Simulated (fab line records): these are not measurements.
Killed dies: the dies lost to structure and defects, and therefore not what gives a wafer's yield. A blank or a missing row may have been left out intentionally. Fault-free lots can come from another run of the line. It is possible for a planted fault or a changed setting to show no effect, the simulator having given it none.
Problem report in the 8D (eight disciplines) form, filled by code	flow n5 finfet	the parts of the form that need people (team, actions taken, sign-off) are left out

== 1. PROBLEM STATEMENT ==
Wafers free of any fault read 21.9 ohm/sq (standard deviation 0.3) for RS_SD_N at N5_SD_ACTIVATION_RS_MEAS_03, against a mean of 18.4 ohm/sq on 6 wafers of 2 lots. That is -11 standard deviations from the usual mean.
The step: measures by four-point-probe.
First seen on wafer L658.2, day 6 21:54, on film metro-02. The record holds 27 wafers of 9 lots with a number at this step. Rule for "out" (also "out of limits"): further than 4 standard deviations from the usual mean. All remaining wafers that have a number are taken as sound.

== 2. WHAT IT IS; WHAT IT IS NOT ==
question	is	is not
which readings at this step	RS_SD_N	RS_SD_P
which lots	L658, L660	L644, L645, L647, L648, L661, L665, L667
which wafers of those lots	all that have a number	-
read on which gauges	film metro-02	film metro-01
when	from day 6 21:54	up to then (12 sound wafers); but 9 sound wafers of L661, L665, L667 came after

== 3. SUSPECTS, AND WHAT RULES EACH OUT ==
Counting: a tool stays on the suspect list if, at a process step up to the reading, it processed all lots that are out and no sound lot following the first of them.
- the gauge at N5_SD_ACTIVATION_RS_MEAS_03 is ruled out. All the wafers that are out were read on film metro-02, but those of them that N5_SD_ACTIVATION_LSA_01 has rows for are out there too, on other tools.
- epi rpcvd-01 at N5_SD_EPI_N_VAPOR_ETCH_50 (etches Si in HCl, time 54 s): kept. It processed each lot that is out, first L658 at day 6 13:55, and no sound lot thereafter; up to then, the last sound lot it processed was L647 at day 3 23:35.
- laser anneal-01 at N5_SD_ACTIVATION_LSA_01 (time 0.0008 s): kept. It processed each lot that is out, first L658 at day 6 21:42, and no sound lot thereafter; up to then, the last sound lot it processed was L648 at day 4 10:08. Its own readings are out on those wafers: wafer_temp_C_max.
Remaining after the count are epi rpcvd-01 at N5_SD_EPI_N_VAPOR_ETCH_50 and laser anneal-01 at N5_SD_ACTIVATION_LSA_01.

== 4. THE CAUSE (what the simulator had put in) ==
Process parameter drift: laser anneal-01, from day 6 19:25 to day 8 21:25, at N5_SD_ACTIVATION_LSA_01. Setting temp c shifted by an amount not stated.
2 suspects survive the count, and this tool is in that group.

== 5. THE EFFECT CHAIN, in route order ==
Each row: a reading where the mean over the struck wafers with a number is more than 3 standard deviations away from the usual. Readings are gone through only where the record gives a usual standard deviation; hours: the median, over the lots, of the time from a lot's start at the first step in this table giving one to that lot's start at this step; sigmas: the change measured in usual standard deviations.
hours	step	reading	usual	on struck wafers	change	sigmas
0	N5_SD_ACTIVATION_LSA_01	wafer_temp_C_max	1086.3	1121.9	+35.6	+13
0	N5_SD_ACTIVATION_RS_MEAS_03	RS_SD_N	21.9 ohm/sq	18.4	-3.4	-11
110	N5_BEOL_M4_RC_MEAS_101	IOFF_P_LONG	0.000105 nA/um	0.000220	+0.000115	+13
110	N5_BEOL_M4_RC_MEAS_101	RC_DENSE_N	19.0 ohm.um	15.9	-3.1	-9.4
110	N5_BEOL_M4_RC_MEAS_101	RC_N	15.45 ohm.um	12.95	-2.50	-10
110	N5_BEOL_M4_RC_MEAS_101	REXT_N	74.7 ohm.um	68.2	-6.5	-4.1
110	N5_BEOL_M4_RC_MEAS_101	RS_SD_N	28.4 ohm/sq	24.5	-3.9	-10
It contains these process steps:
- N5_SD_ACTIVATION_LSA_01: time 0.0008 s.

== 6. WHAT WOULD HAVE CAUGHT IT SOONER ==
2 hours passed between the start of the fault at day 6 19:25 and the first reading out of limits at a measuring or inspecting step in this record, taken at day 6 21:54.
Tool's own readings at N5_SD_ACTIVATION_LSA_01, wafer_temp_C_max: out on all struck wafers the step has rows for; an alarm limit on them would have tripped on the first.
Of the lots that are out (2), L660 began N5_SD_ACTIVATION_LSA_01 on laser anneal-01 after day 6 21:54. Had the tool been put on hold then, it would have been spared.
